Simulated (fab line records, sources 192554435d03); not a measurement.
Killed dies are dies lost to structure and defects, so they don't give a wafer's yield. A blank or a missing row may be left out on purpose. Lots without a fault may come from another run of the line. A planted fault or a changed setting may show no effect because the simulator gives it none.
Split-lot experiment | flow n5_finfet | 7 lots, 39 wafers read, on a route of 1938 steps

THE SPLIT
At N5_BEOL_M2_TRENCH_ETCH_37 (etches SiOC in C4F6/O2, target depth 55.555 nm, time 29.2 s), the setting target_depth_a was moved away from the recipe's 555.55 angstrom on 12 of the 39 wafers read, by -41.2% to +47.8%. The other wafers ran this setting at the recipe's value.

FROM THE SPLIT TO THE READING: what the file shows between them, 8 steps
- N5_BEOL_M2_ETCH_41: etches SiCN in CH3F/O2, target depth 29.9 nm, time 52.5 s
- N5_BEOL_M2_STRIP_97: strips in N2/H2, time 10 s
- N5_BEOL_M2_OCD_MEAS_38
- N5_BEOL_M2_HM_STRIP_39: strips TiN in peroxide tin strip, target depth 25 nm, time 158 s
- N5_BEOL_M2_SRD_40: time 30 s
- N5_BEOL_M2_ECD_50: material Cu, target thk 300 nm
- N5_BEOL_M2_ANNEAL_51: time 90 s
- N5_BEOL_M2_CMP_52: polishes, stops on SiOC, t overpolish 6.8 s, target thk 40 nm

THE READING
M2_THK, in nm, at N5_BEOL_M2_THK_MEAS_53 (measures by xrf). Fault-free wafers of this fab line usually give 39.9 nm, standard deviation 1.6 nm.

wafer  | tool, chamber at the split | target_depth_a as run, angstrom | against the recipe | M2_THK, nm | against lot-mates on the recipe
L075.1 | rie_diel-03, 0             | 555.55                          | recipe             | 40.4       | -
L075.2 | rie_diel-03, 1             | 821.2                           | +47.8%             | 68.6       | +28.6
L075.3 | rie_diel-03, 2             | 555.55                          | recipe             | 39.2       | -
L075.4 | rie_diel-03, 0             | 821.2                           | +47.8%             | 67.2       | +27.2
L075.5 | rie_diel-03, 2             | 821.2                           | +47.8%             | 64.1       | +24.1
L075.6 | rie_diel-03, 1             | 555.55                          | recipe             | 40.5       | -
L077.1 | rie_diel-03, 2             | 555.55                          | recipe             | 40.6       | -
L077.2 | rie_diel-03, 1             | 555.55                          | recipe             | 40.1       | -
L077.3 | rie_diel-03, 0             | 555.55                          | recipe             | 39.4       | -
L077.4 | rie_diel-03, 0             | 555.55                          | recipe             | 41.9       | -
L077.5 | rie_diel-03, 2             | 555.55                          | recipe             | 37.9       | -
L077.6 | rie_diel-03, 1             | 555.55                          | recipe             | 38.4       | -
L080.2 | rie_diel-01, 1             | 555.55                          | recipe             | 41.1       | -
L080.5 | rie_diel-01, 2             | 555.55                          | recipe             | 40.9       | -
L080.6 | rie_diel-01, 1             | 555.55                          | recipe             | 41.3       | -
L082.1 | rie_diel-01, 2             | 412.8                           | -25.7%             | 25.7       | -13.6
L082.2 | rie_diel-01, 0             | 555.55                          | recipe             | 40.1       | -
L082.3 | rie_diel-01, 1             | 412.8                           | -25.7%             | 26.2       | -13.1
L082.4 | rie_diel-01, 3             | 555.55                          | recipe             | 38.1       | -
L082.5 | rie_diel-01, 1             | 412.8                           | -25.7%             | 24.7       | -14.6
L082.6 | rie_diel-01, 0             | 555.55                          | recipe             | 39.6       | -
L084.1 | rie_diel-06, 3             | 555.55                          | recipe             | 43.8       | -
L084.2 | rie_diel-06, 0             | 555.55                          | recipe             | 40.3       | -
L084.3 | rie_diel-06, 1             | 555.55                          | recipe             | 41.2       | -
L084.4 | rie_diel-06, 0             | 555.55                          | recipe             | 38.8       | -
L084.5 | rie_diel-06, 1             | 555.55                          | recipe             | 42.4       | -
L084.6 | rie_diel-06, 3             | 555.55                          | recipe             | 42.1       | -
L086.1 | rie_diel-01, 3             | 745.1                           | +34.1%             | 57.6       | +17.7
L086.2 | rie_diel-01, 0             | 555.55                          | recipe             | 39.7       | -
L086.3 | rie_diel-01, 1             | 555.55                          | recipe             | 39.3       | -
L086.4 | rie_diel-01, 1             | 745.1                           | +34.1%             | 59.5       | +19.6
L086.5 | rie_diel-01, 0             | 555.55                          | recipe             | 40.8       | -
L086.6 | rie_diel-01, 3             | 745.1                           | +34.1%             | 58.4       | +18.5
L091.1 | rie_diel-06, 2             | 326.5                           | -41.2%             | 17.1       | -22.1
L091.2 | rie_diel-06, 3             | 326.5                           | -41.2%             | 15.5       | -23.7
L091.3 | rie_diel-06, 1             | 555.55                          | recipe             | 42.0       | -
L091.4 | rie_diel-06, 0             | 326.5                           | -41.2%             | 15.3       | -23.9
L091.5 | rie_diel-06, 1             | 555.55                          | recipe             | 38.6       | -
L091.6 | rie_diel-06, 0             | 555.55                          | recipe             | 37.1       | -

THE FIT
A straight line over all 39 wafers: M2_THK changes by +0.562 nm for each +1% of target_depth_a; r = +0.99; the points scatter about the line by 1.5 nm.
The same after taking each lot's own level away (the mean of its wafers on the recipe; 39 wafers): +0.554 nm for each +1%; r = +0.99; scatter 1.3 nm.
On that fit, the largest move of target_depth_a shifts the reading by 26 nm.
The lots' own levels span 39.23 to 41.43 nm, that is 1.4 times the standard deviation above.
So the lot-to-lot level changes the slope little: the two slopes agree.
Check: with one of the wafers moved furthest among these (+47.8%) left out of the fit, the line predicts +26.1 nm for it against its lot-mates. It came out at +28.6 nm against them.

THE WHOLE CHAIN: every reading that the file lists as answering this split, in the file's order
step                      | what it does                                                  | reading                                                                          | change (the file's fit)                                                           | r (the file's)
N5_BEOL_M2_TRENCH_ETCH_37 | etches SiOC in C4F6/O2, target depth 55.555 nm, time 29.2 s   | etch.depth_nm (the simulator's own value, which no gauge read)                   | +0.553 nm for each +1% of the setting                                             | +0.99
N5_BEOL_M2_TRENCH_ETCH_37 | etches SiOC in C4F6/O2, target depth 55.555 nm, time 29.2 s   | BEOL_M2.feature_depth_nm (the simulator's own value, which no gauge read)        | +0.554 nm for each +1% of the setting                                             | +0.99
N5_BEOL_M2_TRENCH_ETCH_37 | etches SiOC in C4F6/O2, target depth 55.555 nm, time 29.2 s   | TiN_of_BEOL_M2_HM_DEP_02.thk_nm (the simulator's own value, which no gauge read) | -0.0237 nm for each +1% of the setting                                            | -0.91
N5_BEOL_M2_OCD_MEAS_38    |                                                               | trench_depth_nm                                                                  | +0.552 nm for each +1% of the setting                                             | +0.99
N5_BEOL_M2_CMP_52         | polishes, stops on SiOC, t overpolish 6.8 s, target thk 40 nm | Cu_of_BEOL_M2_ECD_50.thk_nm (the simulator's own value, which no gauge read)     | +0.548 nm for each +1% of the setting                                             | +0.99
N5_BEOL_M2_THK_MEAS_53    | measures by xrf                                               | M2_THK                                                                           | +0.554 for each +1% of the setting                                                | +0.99
N5_BEOL_M2_RS_MEAS_58     | measures by four-point-probe                                  | M2_RS                                                                            | not straight: 2.39 at the lowest setting, 0.67 at the recipe, 0.36 at the highest | not given

THE FILE'S OWN FIT
M2_THK changes by +0.554 nm for each +1% of target_depth_a, r = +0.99.
